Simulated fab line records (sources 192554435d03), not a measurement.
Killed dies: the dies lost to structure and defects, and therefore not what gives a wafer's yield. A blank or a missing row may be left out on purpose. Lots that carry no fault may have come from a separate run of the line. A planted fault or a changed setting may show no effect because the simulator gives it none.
Struck lot and sound lot, side by side / flow n5Finfet / 39 out of 1938 route steps
Sound: these wafers, L799.1, L799.5, L799.6. The struck wafers were L797.3, L797.5, L797.6. Last of all comes the cause.
Per side, at each step with rows, come the tool, then ch with its chambers, and then its first start. Under that, the readings that differ: sound wafers / struck wafers / difference of the means / sigmas: that difference in standard deviations of wafers without a fault.
alike: a reading whose means differ by less than 2 such deviations, as well as words and numbers matching on both sides. not compared: withheld readings; readings where some wafer has no value; bounds like >300 that might hide an equal value; numbers whose values overlap and for which the record gives no deviation.
A row with sigmas, a row that says differs or no value, or rows on one side alone: a step with any of these is where the two part. Non-overlapping numbers with no deviation appear without sigmas and do not part them. A reading that every wafer of one side lacks parts them only if that side has two wafers or more.

first, 9 steps without rows for these wafers: N5_BEOL_M4_ANNEAL_95 (time 240 s); N5_BEOL_M4_SPUTTER_96 (material Cu, target thk 4.5 nm, time 8.29 s); N5_BEOL_M4_ECD_50 (material Cu, target thk 300 nm); N5_BEOL_M4_ANNEAL_51 (time 90 s); N5_BEOL_M4_CMP_52 (polishes, stops on SiOC, t overpolish 6.8 s, target thk 40 nm); N5_BEOL_M4_PRE_CLEAN_60 (time 15 s); N5_BEOL_M4_CO_CAP_55 (material Co, precursor CCTBA/H2, target thk 2 nm, time 102.1 s); N5_BEOL_M4_PRE_CLEAN_56 (time 15 s); N5_BEOL_M4_DEP_57 (deposits SiCN from 3MS/NH3, target thk 8 nm, time 14 s).
N5_BEOL_M4_RC_MEAS_101:
  sound on prober-01 ch 0, day 10 20:20; struck on prober-02 ch 0, day 10 11:05
  alike: DIBL_N, DIBL_P, IOFF_N, IOFF_P, ION_N, ION_P, SS_N, SS_P, VT_N, VT_P
then, 24 steps without rows for these wafers: N5_BEOL_M5_ILD_DEP_00 (deposits SiCOH lowk from DEMS/porogen, target thk 140.64 nm, time 25.9 s); N5_BEOL_M5_CURE_79 (cures SiCOH lowk, time 240 s); N5_BEOL_M5_PECVD_70 (deposits SiO2 from TEOS/O2, target thk 16 nm, time 18 s); N5_BEOL_M5_HM_DEP_02 (deposits TiN, target thk 20 nm); N5_BEOL_M5_COAT_59 (time 60 s, resist thk 60 nm); N5_BEOL_M5_COAT_60 (time 60 s, resist thk 12 nm); N5_BEOL_M5_COAT_71 (time 60 s, resist thk 5 nm); N5_BEOL_M5_COAT_05 (resist thk 30 nm); N5_BEOL_M5_EBR_07; N5_BEOL_M5_SOFTBAKE_06 (time 60 s); N5_BEOL_M5_EXPOSE_08 (exposes mask M5, target cd 28 nm); N5_BEOL_M5_PEB_09 (peb time 60 s); N5_BEOL_M5_DEVELOP_10 (develop time 30 s); N5_BEOL_M5_DESCUM_16 (chemistry O2, time 7 s); N5_BEOL_M5_ETCH_72 (etches underlayer in N2/H2, target depth 6.5 nm, time 5.2 s); N5_BEOL_M5_ETCH_61 (etches SiARC in CF4, target depth 15.6 nm, time 26 s); N5_BEOL_M5_ETCH_62 (etches SOC in N2/H2, target depth 75 nm, overetch 15 nm, time 112.5 s); N5_BEOL_M5_STRIP_63 (strips in N2/H2); N5_BEOL_M5_STRIP_73 (strips in N2/H2); N5_BEOL_M5_STRIP_64 (strips in CF4); N5_BEOL_M5_HM_OPEN_17 (chemistry Cl2/BCl3, target TiN, target depth 20 nm, overetch 6 nm); N5_BEOL_M5_STRIP_19 (strips in O2); N5_BEOL_M5_COAT_65 (time 60 s, resist thk 60 nm); N5_BEOL_M5_COAT_66 (time 60 s, resist thk 12 nm).
-- here the record skips 3 days between the struck wafers' starts before and after, leaving off in module BEOL_M5 and picking up in module BEOL_M11 (first step shown: number 1596 of the route) --
N5_BEOL_M11_CMP_52: polishes, stops on SiCOH lowk, t overpolish 7 s, target thk 140 nm.
  sound on cmp-04 ch 1,2, day 13 08:46; struck on cmp-04 ch 0,1,2, day 13 00:22
  no value came back on the struck wafers for any of 6 readings (barrierFieldEndpointS (s), clearingPlatenDownForcePsi (psi) and others); on the sound wafers barrierFieldEndpointS (s) reads 28.5 29.1 30.0
reading=model.Cu_of_BEOL_M11_ECD_50.thkNm (nm); sound=139.6 141.2 138.6; struck=322.4 324.8 321.8; difference=+183.2; sigmas=
reading=model.SiO2_of_BEOL_M11_PECVD_70.thkNm (nm); sound=0 0 0; struck=19.6 20.2 19.8; difference=+19.9; sigmas=
N5_BEOL_M11_THK_MEAS_53: measures by xrf.
  sound: filmMetro-02 at day 13 09:02; struck: filmMetro-01 at day 13 00:32
reading=M11_THK (nm); sound=141.3 143.1 139.8; struck=332.2 336.0 330.8; difference=+191.6; sigmas=+77
N5_BEOL_M11_RS_MEAS_57: a four-point-probe measurement.
  sound: filmMetro-02 at day 13 09:09; struck: filmMetro-01 at day 13 00:40
reading=M11_RS (ohm/sq); sound=0.1516 0.1494 0.1528; struck=0.0595 0.0590 0.0595; difference=-0.0919; sigmas=-37
N5_BEOL_M11_INSPECT_58: inspects for defects (darkfield).
  sound: defectInspect-01 at day 13 09:11; struck: defectInspect-01 at day 13 00:41
reading=rawDefectCount; sound=96 47 59; struck=1176 1167 1216; difference=+1119; sigmas=+56
N5_PASSIVATION_PROBE_49:
  sound: prober-01 at day 15 00:39; struck: prober-01 at day 14 19:40
reading=defectLimitedYield (%); sound=92.1 92.7 91.1; struck=0 0 0; difference=-92; sigmas=-71
reading=killed_at_M4_up; sound=23 18 20; struck=1094 1079 1078; difference=+1063; sigmas=+99 or more
reading=killedDies; sound=93 86 105; struck=1180 1180 1180; difference=+1085; sigmas=+72
reading=killedOnRim; sound=9 8 14; struck=152 152 152; difference=+142; sigmas=+38
reading=sortNPass; sound=1087 1094 1075; struck=0 0 0; difference=-1085; sigmas=-72
reading=sortYieldPct (%); sound=92.1 92.7 91.1; struck=0 0 0; difference=-92; sigmas=-71
  alike: killed_at_M0_to_M3, killedAtContacts, killedAtFrontEnd, killedAtOther, killedOpen, killedShort, sort_bin_5_function, sort_bin_6_memory

WHERE THEY PART
Last at N5_PASSIVATION_PROBE_49 as far as this record goes, first at N5_BEOL_M11_CMP_52.

WHY: what the simulator had put in
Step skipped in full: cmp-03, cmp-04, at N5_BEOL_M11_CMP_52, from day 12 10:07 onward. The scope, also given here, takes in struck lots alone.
